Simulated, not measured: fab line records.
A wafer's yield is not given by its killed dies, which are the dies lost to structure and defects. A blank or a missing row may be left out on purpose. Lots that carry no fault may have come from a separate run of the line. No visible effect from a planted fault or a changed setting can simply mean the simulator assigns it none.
The tool behind it: which one? -- flow n5-finfet -- 11 lots with 32 wafers sampled at 2 steps, on a route of 1938 steps

WHAT THE GAUGES READ, wafer by wafer
N5_BEOL_M6_OCD_MEAS_38.
lot,measured,on,trench-depth-nm (nm)
L670,day 9 17:43,ocd-02,92.6 91.2 92.4
L671,day 9 20:53,ocd-02,95.4 94.6 98.1
L674,day 11 19:17,ocd-01,94.6 93.0 93.7
L673,day 11 23:09,ocd-01,92.7 91.8 93.2
L676,day 12 17:08,ocd-02,96.3 95.0 95.9
L679,day 13 14:26,ocd-01,92.2 96.4 96.6
L682,day 14 09:46,ocd-02,97.2 92.5
L690,day 15 22:16,ocd-01,92.2 95.2 93.7
L689,day 16 01:19,ocd-01,94.4 92.4 91.5
L691,day 16 05:13,ocd-01,93.8 94.1 93.7
L692,day 16 07:38,ocd-02,93.8 94.4 95.0

EACH LOT AND THE TOOL THAT RAN IT (in order: tool; ch and the chambers of the sampled wafers; start)
lot,N5_BEOL_M6_STRIP_36
L670,"rie-diel-01 ch 0,2,3, day 9 17:32"
L671,"rie-diel-05 ch 1,2,3, day 9 20:41"
L674,"rie-diel-05 ch 0,3, day 11 19:05"
L673,"rie-diel-01 ch 2,3, day 11 22:57"
L676,"rie-diel-03 ch 0,2, day 12 16:56"
L679,"rie-diel-01 ch 1,2, day 13 14:14"
L682,"rie-diel-01 ch 1,2, day 14 09:34"
L690,"rie-diel-05 ch 0,1,2, day 15 22:04"
L689,"rie-diel-03 ch 0,1,3, day 16 01:07"
L691,"rie-diel-03 ch 2,3, day 16 05:01"
L692,"rie-diel-05 ch 0,3, day 16 07:26"
- N5_BEOL_M6_STRIP_36: strips in N2/H2.

THE ANSWER, worked out from the rows above alone
Rule: the lots themselves supply what counts as usual. Put in order of their means at a reading, lots are off if they are a third of the lots or fewer, leave a main group of 4 or more, and stand apart from it by a gap of 3 or more times the standard deviation of the main group's means; of several such gaps the widest counts. A main group whose means are all the same, to the digits that the tables above print for the reading, isn't used. A lot without any number at a reading at which 4 lots or more have one is off too. The other lots that the step has rows for count as sound.
None of the lots is off at any reading shown; this tells nothing.

WHAT HAD BEEN PUT IN BY THE SIMULATOR
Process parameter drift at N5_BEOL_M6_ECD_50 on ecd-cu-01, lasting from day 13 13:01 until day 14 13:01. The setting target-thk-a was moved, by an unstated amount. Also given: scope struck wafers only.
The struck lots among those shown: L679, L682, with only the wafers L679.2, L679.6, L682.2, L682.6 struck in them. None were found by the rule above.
